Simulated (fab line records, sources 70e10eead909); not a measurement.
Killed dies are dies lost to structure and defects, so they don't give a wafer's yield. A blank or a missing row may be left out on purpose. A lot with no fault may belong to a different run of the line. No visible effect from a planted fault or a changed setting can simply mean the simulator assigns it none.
fab line records	flow nand_harc	part 1 of 2: steps 1 to 27 of 34
[record] lots = 5	wafers = 15	last_day = 32
route steps=1302 shown A_WL_FILL@972 A_CONTACT@983
lots that met no fault: from a run of the same line without faults
start_h: hours from the record's first day to the start of the lot's first wafer shown	wait_h: time in hours since the lot's previous step	" same as the row above	L1.1+2: one row covering several wafers at once	- either no value or no given start	* or withheld: withheld	< > ~ a bound
route shown NAME@n: a module of which the file shows steps, and the number in the route of the first	usual: mean/standard deviation taken from wafers without a fault	same: alike in all rows	chamber/n: place in a boat	sites: readings site by site	_std_site: standard deviation across them	_edge_site: the outer-site mean with the inner-site mean subtracted	radius_mm: for every site, how far away it sits from the centre of the wafer	mask NAME#n: copy n	behind: the last tool/chamber to shape the wafer	hold: why the lot was held/for how many hours/how that ended	device: names the non-switching transistor (n, p or np)	end of line: tests of these same wafers at the route's end	a step without rows: its recipe alone	killed: count of dies lost to structure and defects at first sort (not the wafer's yield)	map: a wafer's dies, x killed, . not, _ none there
set.NAME: the setting as run; set.NAME@STEP: as run at that earlier step	model.NAME: the simulator's own value behind a step, which no gauge read
lots at some steps of the route; a table a step, a row a wafer
services: the hour from which a tool's chamber was out of use, counted from the record's first day as start_h (under 0 if before that day), plus the number of hours and why
[[steps]]
[step NHARC_A_WL_FILL_ETCHBACK_26]
[recipe] target_depth_a = 520	time_s = 13.3	hbr_flow_sccm = 150	rf_w = 350	icp_w = 350	bias_w = 60	chemistry = HBr
[usual] drypump_motor_current_A = 5.9/0.52	oes_product_au = 1.002/0.01	throttle_valve_pct = 23.265/0.0094
lot.wafer	tool	chamber	start_h	wait_h	drypump_motor_current_A	oes_product_au	rf_hours_counter_h	throttle_valve_pct
L084.3	rie_si-05	1	594.92	0.4	5.2	1.010	0.8	23.271
L084.4	"	3	"	"	5.4	1.016	0.7	23.268
L084.6	"	0	"	"	5.6	1.007	-	23.260
L090.3	rie_si-06	0	649.98	0.4	6.2	1.003	0.3	23.267
L090.5	"	1	"	"	4.9	1.006	-	23.270
L090.6	"	2	"	"	6.3	1.015	-	23.273
L092.1	rie_si-06	3	670.17	0.4	6.6	1.010	0.4	23.258
L092.4	"	1	"	"	4.9	1.013	0.3	23.271
L092.6	"	0	"	"	6.2	1.002	-	23.282
L091.2	rie_si-05	3	673.47	0.4	5.4	1.009	0.0	23.264
L091.1	"	0	"	"	5.6	1.000	0.1	23.266
L091.6	"	3	"	"	5.4	1.007	-	23.253
L095.1	rie_si-06	2	696.82	0.4	6.3	1.004	0.5	23.278
L095.2	"	3	"	"	6.6	1.006	0.6	23.281
L095.3	"	0	"	"	6.2	0.993	0.5	23.267
[step NHARC_A_WL_FILL_PRECLEAN_30]
[recipe] time_s = 10	chemistry = dHF
lot.wafer	tool	chamber	start_h	wait_h
L084.4+6+3	wet_bench-05	1,2,4	595.06	0.1
L090.5+6+3	wet_bench-04	5,6,1	650.08	0.1
L092.6+4+1	wet_bench-03	2,3,4	670.31	0.1
L091.6+1+2	wet_bench-03	4,6,0	673.61	0.1
L095.3+1+2	wet_bench-03	5,7,2	696.96	0.1
[step NHARC_A_WL_FILL_SRD_14]
lot.wafer	tool	chamber	start_h	wait_h
L084.4+6+3	wet_bench-05	1,2,4	595.07	0.0
L090.5+6+3	wet_bench-04	5,6,1	650.10	0.0
L092.6+4+1	wet_bench-03	2,3,4	670.33	0.0
L091.6+1+2	wet_bench-03	4,6,0	673.63	0.0
L095.3+1+2	wet_bench-03	5,7,2	696.99	0.0
[step NHARC_A_WL_FILL_ALD_19]
[recipe] target_thk_a = 20	pulse_time_s = 3	ald_cycles = 100	temp_c = 450	material = TiN
[usual] heater_power_w = 1115/94	precursor_pulse_height_rel = 0.998/0.019
[same] pulse_time_s = 3
lot.wafer	tool	chamber	start_h	wait_h	heater_power_w	precursor_pulse_height_rel
L084.4	ald_metal-03	3	595.17	0.1	1085	1.001
L084.3	"	0	"	"	1146	0.987
L084.6	"	3	"	"	1066	1.006
L090.3	ald_metal-01	0	650.25	0.1	1097	1.022
L090.5	"	2	"	"	993	1.007
L090.6	"	3	"	"	985	0.964
L092.1	ald_metal-03	0	670.44	0.1	1187	0.996
L092.4	"	2	"	"	1135	1.001
L092.6	"	0	"	"	1157	1.047
L091.2	ald_metal-01	3	673.73	0.1	964	0.968
L091.1	"	2	"	"	993	1.038
L091.6	"	0	"	"	1087	0.974
L095.2	ald_metal-03	0	697.09	0.1	1171	1.031
L095.1	"	1	"	"	1180	0.973
L095.3	"	2	"	"	1164	0.980
[step NHARC_A_WL_FILL_CVD_20]
[recipe] target_thk_a = 1000	temp_c = 400	pressure_torr = 40	wf6_flow_sccm = 40	h2_flow_sccm = 1600	ar_flow_sccm = 1560	time_s = 74	material = W
[usual] heater_power_w = 784/54	mfc_h2_sccm = 1600/4.3	mfc_wf6_sccm = 39.98/0.11	throttle_valve_pct = 8.16/0.26
lot.wafer	tool	chamber	start_h	wait_h	heater_power_w	mfc_h2_sccm	mfc_wf6_sccm	throttle_valve_pct
L084.3	cvd_w-02	0	-	-	750	1593	39.94	8.17
L084.4	"	1	"	"	798	1605	39.89	8.01
L084.6	"	0	"	"	753	1600	40.15	8.13
L090.3	cvd_w-01	0	-	-	730	1601	40.02	8.33
L090.5	"	0	"	"	709	1604	39.98	8.45
L090.6	"	1	"	"	870	1599	40.13	8.12
L092.1	cvd_w-01	0	-	-	728	1592	40.11	8.43
L092.4	"	1	"	"	854	1594	39.98	7.89
L092.6	"	0	"	"	721	1596	39.93	8.83
L091.2	cvd_w-02	1	-	-	790	1593	40.07	7.98
L091.1	"	0	"	"	735	1605	39.95	8.26
L091.6	"	1	"	"	787	1588	39.98	7.99
L095.2	cvd_w-02	0	-	-	765	1607	39.85	8.37
L095.1	"	1	"	"	772	1607	39.91	8.02
L095.3	"	1	"	"	788	1595	39.90	8.14
[step NHARC_A_WL_FILL_CMP_12]
[recipe] t_overpolish_s = 30	target_thk_nm = 100
[usual] motor_current_A = 12.0/1	overpolish_run_s = 30.001/0.0085	time_to_endpoint_s = 21.5/2.9
lot.wafer	tool	chamber	start_h	wait_h	motor_current_A	overpolish_run_s	time_to_endpoint_s
L084.4	cmp-01	2	595.55	0.1	12.9	30.004	25.4
L084.3	"	0	"	"	13.7	30.001	25.4
L084.6	"	3	"	"	11.8	30.001	20.7
L090.3	cmp-01	1	650.64	0.2	11.4	30.004	25.1
L090.5	"	3	"	"	12.0	29.999	22.0
L090.6	"	0	"	"	13.6	29.993	25.0
L092.1	cmp-01	3	670.82	0.2	11.3	30.006	22.8
L092.4	"	2	"	"	12.4	30.010	24.5
L092.6	"	0	"	"	13.0	30.010	25.4
L091.1	cmp-01	2	674.11	0.1	12.8	29.994	23.4
L091.2	"	0	"	"	12.7	29.998	22.7
L091.6	"	3	"	"	11.7	30.000	20.3
L095.2	cmp-01	3	697.53	0.2	11.7	30.001	19.0
L095.3	"	0	"	"	13.3	29.996	18.3
L095.1	"	1	"	"	11.4	30.012	20.4
[step NHARC_A_WL_FILL_SRD_31]
lot.wafer	tool	chamber	start_h	wait_h
L084.6+3+4	wet_bench-03	3,4,6	595.88	0.0
L090.3+5+6	wet_bench-03	2,3,6	650.91	0.0
L092.1+4+6	wet_bench-03	3,5,6	671.15	0.0
L091.1+6+2	wet_bench-03	1,3,6	674.43	0.0
L095.1+2+3	wet_bench-04	4,6,1	697.83	0.0
[step NHARC_A_WL_FILL_INSPECT_15]
[usual] raw_defect_count = 478/130
lot.wafer	tool	chamber	start_h	wait_h	raw_defect_count
L084.3	defect_inspect-02	-	596.04	0.0	354
L084.4	"	-	"	"	406
L084.6	"	-	"	"	343
L090.3	defect_inspect-02	-	651.05	0.0	572
L090.5	"	-	"	"	529
L090.6	"	-	"	"	502
L092.1	defect_inspect-02	-	671.30	0.0	442
L092.4	"	-	"	"	648
L092.6	"	-	"	"	599
L091.1	defect_inspect-01	-	674.60	0.0	391
L091.2	"	-	"	"	340
L091.6	"	-	"	"	308
L095.1	defect_inspect-01	-	697.99	0.0	285
L095.2	"	-	"	"	353
L095.3	"	-	"	"	426
[step NHARC_A_CONTACT_DEP_24]
[recipe] target_thk_a = 5000	temp_c = 400	pressure_torr = 6.5	rf_w = 900	teos_flow_sccm = 161.4	flow_sccm = 2650	target_thk_nm = 500	gas = O2	material = SiO2
[usual] heater_power_w = 527/74	mfc_precursor_sccm = 161.4/0.5	throttle_valve_pct = 15.8/0.42
lot.wafer	tool	chamber	start_h	wait_h	heater_power_w	mfc_precursor_sccm	throttle_valve_pct
L084.3	pecvd-03	1	596.23	0.2	391	160.6	15.6
L084.4	"	0	"	"	493	161.0	15.8
L084.6	"	1	"	"	434	161.3	15.9
L090.3	pecvd-03	0	651.12	0.1	418	161.5	15.7
L090.5	"	0	"	"	463	161.6	15.7
L090.6	"	1	"	"	455	161.2	16.1
L092.1	pecvd-04	2	671.37	0.1	644	160.7	15.8
L092.6	"	2	"	"	687	161.1	16.2
L092.4	"	1	"	"	473	161.3	16.6
L091.1	pecvd-03	0	674.66	0.1	547	162.0	16.0
L091.2	"	2	"	"	542	161.1	15.8
L091.6	"	1	"	"	471	161.6	15.9
L095.1	pecvd-02	2	698.06	0.1	610	160.4	15.7
L095.2	"	0	"	"	515	160.5	15.5
L095.3	"	1	"	"	518	161.6	15.3
[step NHARC_A_CONTACT_DEP_28]
[recipe] target_thk_a = 70000	temp_c = 400	material = aC
[usual] throttle_valve_pct = 34.998/0.0093
lot.wafer	tool	chamber	start_h	wait_h	throttle_valve_pct
L084.3	acl_dep-02	0	598.28	1.6	34.986
L084.4	"	0	"	"	35.018
L084.6	"	0	600.41	3.7	35.000
L090.3	acl_dep-03	0	653.48	1.8	35.006
L090.5	"	0	654.85	3.2	34.994
L090.6	"	0	"	"	34.985
L092.1	acl_dep-01	0	674.76	2.8	35.010
L092.4	"	0	676.84	4.9	35.007
L092.6	"	0	678.22	6.3	35.008
L091.1	acl_dep-02	0	678.47	3.3	34.987
L091.2	"	0	"	"	34.986
L091.6	"	0	682.04	6.8	34.993
L095.1	acl_dep-01	0	698.68	0.1	35.001
L095.2	"	0	"	"	35.007
L095.3	"	0	"	"	34.995
[step NHARC_A_CONTACT_DEP_29]
[recipe] target_thk_a = 1000	target_thk_nm = 100	temp_c = 400	pressure_torr = 3.5	flow_sccm = 200	rf_w = 350	material = SiON
[usual] heater_power_w = 703/66
lot.wafer	tool	chamber	start_h	wait_h	heater_power_w
L084.3	pecvd-03	0	601.17	2.2	689
L084.4	"	2	"	"	705
L084.6	"	1	"	"	683
L090.3	pecvd-04	1	656.25	2.1	707
L090.6	"	1	"	"	717
L090.5	"	0	"	"	788
L092.1	pecvd-03	2	678.99	3.5	676
L092.4	"	1	"	"	691
L092.6	"	0	"	"	710
L091.2	pecvd-02	1	682.89	3.0	587
L091.1	"	0	"	"	637
L091.6	"	1	"	"	590
L095.1	pecvd-02	2	703.08	3.7	863
L095.2	"	0	"	"	575
L095.3	"	1	"	"	709
[step NHARC_A_CONTACT_DEHYDRATE_32]
[recipe] temp_c = 150	time_s = 120
lot.wafer	tool	chamber	start_h	wait_h
L084.3+4+6	litho_track-04	0	601.41	0.2
L090.3+5+6	litho_track-06	0	656.52	0.2
L092.1+4+6	litho_track-06	0	679.23	0.2
L091.1+2+6	litho_track-04	0	683.16	0.2
L095.1+2+3	litho_track-04	0	703.35	0.2
[step NHARC_A_CONTACT_HMDS_33]
[recipe] time_s = 30
lot.wafer	tool	chamber	start_h	wait_h
L084.3+4+6	litho_track-04	0	-	-
L090.3+5+6	litho_track-06	0	-	-
L092.1+4+6	litho_track-06	0	-	-
L091.1+2+6	litho_track-04	0	-	-
L095.1+2+3	litho_track-04	0	-	-
[step NHARC_A_CONTACT_COAT_34]
[recipe] temp_c = 260	time_s = 75
lot.wafer	tool	chamber	start_h	wait_h
L084.3+4+6	litho_track-04	0	-	-
L090.3+5+6	litho_track-06	0	-	-
L092.1+4+6	litho_track-06	0	-	-
L091.1+2+6	litho_track-04	0	-	-
L095.1+2+3	litho_track-04	0	-	-
[step NHARC_A_CONTACT_COAT_35]
[recipe] temp_c = 225	time_s = 65
lot.wafer	tool	chamber	start_h	wait_h
L084.3+4+6	litho_track-04	0	-	-
L090.3+5+6	litho_track-06	0	-	-
L092.1+4+6	litho_track-06	0	-	-
L091.1+2+6	litho_track-04	0	-	-
L095.1+2+3	litho_track-04	0	-	-
[step NHARC_A_CONTACT_COAT_36]
[recipe] spin_rpm = 1500	resist_thk_nm = 90
[usual] dispense_pressure_kPa = 51.4/2.2
lot.wafer	tool	chamber	start_h	wait_h	dispense_pressure_kPa
L084.3	litho_track-04	0	-	-	53.3
L084.4	"	0	"	"	53.2
L084.6	"	0	"	"	53.2
L090.3	litho_track-06	0	-	-	48.1
L090.5	"	0	"	"	48.1
L090.6	"	0	"	"	48.1
L092.1	litho_track-06	0	-	-	48.1
L092.4	"	0	"	"	48.1
L092.6	"	0	"	"	48.1
L091.1	litho_track-04	0	-	-	53.3
L091.2	"	0	"	"	53.2
L091.6	"	0	"	"	53.2
L095.1	litho_track-04	0	-	-	53.2
L095.2	"	0	"	"	53.2
L095.3	"	0	"	"	53.2
[step NHARC_A_CONTACT_SOFTBAKE_37]
[recipe] temp_c = 105	time_s = 55
lot.wafer	tool	chamber	start_h	wait_h
L084.3+4+6	litho_track-04	0	-	-
L090.3+5+6	litho_track-06	0	-	-
L092.1+4+6	litho_track-06	0	-	-
L091.1+2+6	litho_track-04	0	-	-
L095.1+2+3	litho_track-04	0	-	-
[step NHARC_A_CONTACT_EBR_38]
lot.wafer	tool	chamber	start_h	wait_h
L084.3+4+6	litho_track-04	0	-	-
L090.3+5+6	litho_track-06	0	-	-
L092.1+4+6	litho_track-06	0	-	-
L091.1+2+6	litho_track-04	0	-	-
L095.1+2+3	litho_track-04	0	-	-
[step NHARC_A_CONTACT_EXPOSE_39]
[recipe] na = 1.35	sigma_outer = 0.8	dose_mj = 58.79	mask_id = A_CC_3
lot.wafer	tool	chamber	start_h	wait_h	mask
L084.3+4+6	arfi_scanner-01	0	601.73	-	A_CC_3#0
L090.3+5+6	arfi_scanner-03	0	656.72	-	A_CC_3#0
L092.1+4+6	arfi_scanner-02	0	679.55	-	A_CC_3#0
L091.1+2+6	arfi_scanner-03	0	683.47	-	A_CC_3#0
L095.1+2+3	arfi_scanner-02	0	703.66	-	A_CC_3#0
[step NHARC_A_CONTACT_PEB_40]
[recipe] peb_temp_c = 100	peb_time_s = 65
lot.wafer	tool	chamber	start_h	wait_h
L084.3+4+6	litho_track-06	0	601.78	0.0
L090.3+5+6	litho_track-01	0	656.77	0.0
L092.1+4+6	litho_track-01	0	679.61	0.1
L091.1+2+6	litho_track-06	0	683.53	0.1
L095.1+2+3	litho_track-06	0	703.72	0.1
[step NHARC_A_CONTACT_DEVELOP_41]
[recipe] develop_time_s = 35	dev_temp_c = 23
lot.wafer	tool	chamber	start_h	wait_h
L084.3+4+6	litho_track-06	0	-	-
L090.3+5+6	litho_track-01	0	-	-
L092.1+4+6	litho_track-01	0	-	-
L091.1+2+6	litho_track-06	0	-	-
L095.1+2+3	litho_track-06	0	-	-
[step NHARC_A_CONTACT_CD_MEAS_42]
[recipe] target_cd_nm = 300	landing_energy_ev = 500
[usual] cd_nm = 300.1/0.74
lot.wafer	tool	chamber	start_h	wait_h	cd_nm
L084.3	cd_sem-01	0	601.86	-	299.8
L084.4	"	0	"	"	299.6
L084.6	"	0	"	"	299.4
L090.3	cd_sem-03	0	656.85	-	300.0
L090.5	"	0	"	"	298.5
L090.6	"	0	"	"	299.3
L092.1	cd_sem-02	0	679.69	-	298.7
L092.4	"	0	"	"	299.7
L092.6	"	0	"	"	299.7
L091.1	cd_sem-03	0	683.61	-	300.7
L091.2	"	0	"	"	299.9
L091.6	"	0	"	"	300.2
L095.1	cd_sem-01	0	703.80	-	299.2
L095.2	"	0	"	"	299.5
L095.3	"	0	"	"	299.6
[step NHARC_A_CONTACT_OVL_MEAS_43]
[usual] overlay_x_nm = -0.1/0.88	overlay_y_nm = 0.1/0.82
lot.wafer	tool	chamber	start_h	wait_h	overlay_x_nm	overlay_y_nm
L084.3	overlay-02	-	601.95	-	-0.4	-1.0
L084.4	"	-	"	"	0.1	-1.4
L084.6	"	-	"	"	-0.1	-1.6
L090.3	overlay-02	-	656.94	-	-1.4	-0.7
L090.5	"	-	"	"	-1.2	-0.7
L090.6	"	-	"	"	-1.0	-0.4
L092.1	overlay-01	-	679.78	-	0.3	-0.3
L092.4	"	-	"	"	0.2	-0.1
L092.6	"	-	"	"	0.4	-0.5
L091.1	overlay-02	-	683.70	-	0.8	0.0
L091.2	"	-	"	"	0.5	0.0
L091.6	"	-	"	"	1.7	-0.8
L095.1	overlay-01	-	703.89	-	0.7	1.9
L095.2	"	-	"	"	0.6	1.6
L095.3	"	-	"	"	0.6	1.0
[step NHARC_A_CONTACT_INSPECT_44]
[usual] raw_defect_count = 90/37
lot.wafer	tool	chamber	start_h	wait_h	raw_defect_count
L084.3	defect_inspect-01	-	601.98	0.0	64
L084.4	"	-	"	"	78
L084.6	"	-	"	"	56
L090.3	defect_inspect-02	-	656.97	0.0	65
L090.5	"	-	"	"	91
L090.6	"	-	"	"	68
L092.1	defect_inspect-01	-	679.82	0.0	119
L092.4	"	-	"	"	123
L092.6	"	-	"	"	139
L091.1	defect_inspect-02	-	683.74	0.0	63
L091.2	"	-	"	"	67
L091.6	"	-	"	"	81
L095.1	defect_inspect-01	-	703.93	0.0	60
L095.2	"	-	"	"	61
L095.3	"	-	"	"	61
[step NHARC_A_CONTACT_DESCUM_47]
[recipe] time_s = 3	o2_flow_sccm = 200	ar_flow_sccm = 0	bias_power_w = 0	chemistry = O2
[usual] drypump_motor_current_A = 5.9/0.42	oes_product_au = 1.000/0.01	rf_vpp_V = 57.6/0.91	showerhead_plenum_p_Torr = 1.90/0.096	throttle_valve_pct = 11.312/0.0083
[same] bias_power_w = 0
lot.wafer	tool	chamber	start_h	wait_h	drypump_motor_current_A	oes_product_au	rf_hours_counter_h	rf_vpp_V	showerhead_plenum_p_Torr	throttle_valve_pct
L084.4	rie_diel-06	2	602.05	0.1	6.2	1.002	35	58.3	1.82	11.312
L084.3	"	3	"	"	5.8	1.008	31	58.2	2.05	11.305
L084.6	"	1	"	"	6.0	1.014	-	56.2	1.96	11.311
L090.3	rie_diel-11	3	657.03	0.1	6.6	0.992	0	58.4	2.02	11.305
L090.5	"	3	"	"	6.6	0.993	-	58.2	2.02	11.322
L090.6	"	0	"	"	5.2	1.011	-	56.9	1.94	11.306
L092.4	rie_diel-11	3	679.88	0.1	6.6	0.974	6	57.8	2.01	11.318
L092.1	"	2	"	"	5.9	1.000	6	58.1	1.80	11.317
L092.6	"	0	"	"	5.1	1.003	-	59.0	1.94	11.324
L091.2	rie_diel-11	3	683.81	0.1	6.6	0.995	7	59.0	2.01	11.318
L091.1	"	1	"	"	6.1	0.986	9	57.7	1.93	11.314
L091.6	"	3	"	"	6.6	0.986	-	57.9	2.01	11.312
L095.1	rie_diel-06	1	704.00	0.1	6.0	1.016	11	58.6	1.95	11.303
L095.3	"	2	"	"	6.2	0.978	12	58.0	1.81	11.321
L095.2	"	3	"	"	5.8	1.001	11	58.9	2.04	11.304
[step NHARC_A_CONTACT_ETCH_48]
[recipe] target_depth_a = 390	over_etch_frac = 0.3	time_s = 65	ion_energy_ev = 80	cf4_flow_sccm = 150	ar_flow_sccm = 0	rf_w = 300	bias_w = 100	chemistry = CF4
[usual] drypump_motor_current_A = 5.9/0.41	oes_product_au = 0.999/0.0095	rf_vpp_V = 151.0/1.3	showerhead_plenum_p_Torr = 1.76/0.085	throttle_valve_pct = 13.284/0.0084
lot.wafer	tool	chamber	start_h	wait_h	drypump_motor_current_A	oes_product_au	rf_hours_counter_h	rf_vpp_V	showerhead_plenum_p_Torr	throttle_valve_pct
L084.3	rie_diel-06	2	602.13	0.1	6.2	1.015	35	151.7	1.69	13.274
L084.4	"	0	"	"	5.1	0.983	26	152.1	1.76	13.276
L084.6	"	2	"	"	6.2	1.007	-	150.5	1.69	13.267
L090.3	rie_diel-11	2	657.14	0.1	5.9	1.013	0	149.4	1.67	13.288
L090.5	"	3	"	"	6.6	0.982	-	152.0	1.86	13.281
L090.6	"	0	"	"	5.2	1.003	-	152.4	1.79	13.285
L092.4	rie_diel-11	1	679.96	0.1	6.1	0.984	8	150.2	1.78	13.280
L092.1	"	0	"	"	5.1	0.998	8	152.0	1.79	13.284
L092.6	"	2	"	"	5.9	1.009	-	148.9	1.67	13.284
L091.2	rie_diel-11	3	683.89	0.1	6.6	0.993	7	152.3	1.85	13.275
L091.1	"	0	"	"	5.2	0.998	9	152.8	1.79	13.283
L091.6	"	2	"	"	5.9	1.013	-	147.9	1.67	13.266
L095.3	rie_diel-06	3	704.07	0.1	5.8	1.011	11	152.8	1.88	13.266
L095.2	"	0	"	"	5.2	0.997	10	151.5	1.75	13.284
L095.1	"	2	"	"	6.2	0.983	12	151.0	1.68	13.283
[step NHARC_A_CONTACT_ETCH_49]
[recipe] target_depth_a = 2600	over_etch_frac = 0.3	time_s = 475.3	ion_energy_ev = 200	n2_flow_sccm = 150	h2_flow_sccm = 150	ar_flow_sccm = 0	rf_w = 400	bias_w = 150	chemistry = N2/H2
[usual] drypump_motor_current_A = 5.9/0.4	h2_flow_sccm = 150.0/0.45	oes_product_au = 0.999/0.01	rf_vpp_V = 429.9/2.8	showerhead_plenum_p_Torr = 2.02/0.1	throttle_valve_pct = 14.172/0.0089
lot.wafer	tool	chamber	start_h	wait_h	drypump_motor_current_A	h2_flow_sccm	oes_product_au	rf_hours_counter_h	rf_vpp_V	showerhead_plenum_p_Torr	throttle_valve_pct
L084.3	rie_diel-06	0	-	-	5.1	150.3	0.979	26	429.2	2.02	14.182
L084.4	"	2	"	"	6.2	149.7	1.009	35	427.4	1.94	14.185
L084.6	"	0	"	"	5.2	149.7	0.992	-	430.8	2.02	14.176
L090.3	rie_diel-11	3	-	-	6.6	150.5	0.988	0	433.6	2.15	14.171
L090.6	"	0	"	"	5.1	150.2	1.004	-	430.6	2.07	14.173
L090.5	"	1	"	"	6.1	150.2	0.988	-	430.7	2.06	14.193
L092.1	rie_diel-11	1	-	-	6.1	149.5	0.987	8	430.1	2.06	14.169
L092.4	"	2	"	"	5.9	150.4	1.002	7	425.7	1.91	14.176
L092.6	"	2	"	"	5.9	150.5	1.006	-	427.0	1.91	14.178
L091.2	rie_diel-11	2	-	-	5.9	150.4	1.010	7	428.3	1.91	14.181
L091.1	"	3	"	"	6.6	150.1	0.996	7	433.9	2.15	14.184
L091.6	"	0	"	"	5.2	149.6	1.001	-	432.0	2.06	14.157
L095.1	rie_diel-06	1	-	-	6.0	149.2	1.023	11	433.2	2.08	14.182
L095.2	"	2	"	"	6.2	149.9	0.986	12	428.1	1.93	14.156
L095.3	"	0	"	"	5.1	149.8	1.003	10	429.4	2.02	14.161
